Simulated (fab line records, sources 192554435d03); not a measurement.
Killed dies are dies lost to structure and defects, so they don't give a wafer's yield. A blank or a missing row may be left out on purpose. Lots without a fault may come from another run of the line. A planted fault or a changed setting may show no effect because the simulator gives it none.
Chamber matching | flow n5_finfet | N5_BEOL_M5_ETCH_75 on rie_diel-06: 4 sister chambers
The step etches underlayer in N2/H2, target depth 6.5 nm, time 5.2 s. 4 wafers are shown with their chamber, then 10 later ones without.

WAFERS WITH THEIR CHAMBER
wafer  | chamber | showerhead_plenum_p_Torr (Torr)
L081.1 | 2       | 2.61
L081.5 | 1       | 2.54
L090.5 | 0       | 2.65
L090.6 | 3       | 2.40

WAFERS WITHOUT THEIR CHAMBER
wafer  | showerhead_plenum_p_Torr (Torr)
L087.2 | 2.40
L087.3 | 2.65
L087.5 | 2.53
L092.1 | 2.65
L092.2 | 2.53
L092.4 | 2.53
L094.1 | 2.40
L094.3 | 2.65
L094.4 | 2.65
L097.5 | 2.40

WHICH CHAMBER EACH WENT THROUGH
wafer  | from the rows above | in truth
L087.2 | 3                   | 3
L087.3 | 0                   | 0
L087.5 | 1                   | 1
L092.1 | 0                   | 0
L092.2 | 1                   | 1
L092.4 | 1                   | 1
L094.1 | 3                   | 3
L094.3 | 0                   | 0
L094.4 | 0                   | 0
L097.5 | 3                   | 3
Placed correctly: 10 of 10. Can't be placed from these rows: 0. Placed wrongly: 0.
How it was worked out, from the rows above alone: a wafer's distance from a chamber is the root of the sum, over the readings, of the square of ((its reading less the chamber's mean) divided by the reading's scatter). The wafer belongs to the nearest chamber; if the next one is less than 2 further off, it can't be placed. A chamber's mean is the mean of its shown wafers. The scatter: with one shown wafer a chamber, the root of the mean of the squares of how far each hidden wafer lies from its nearest shown one.
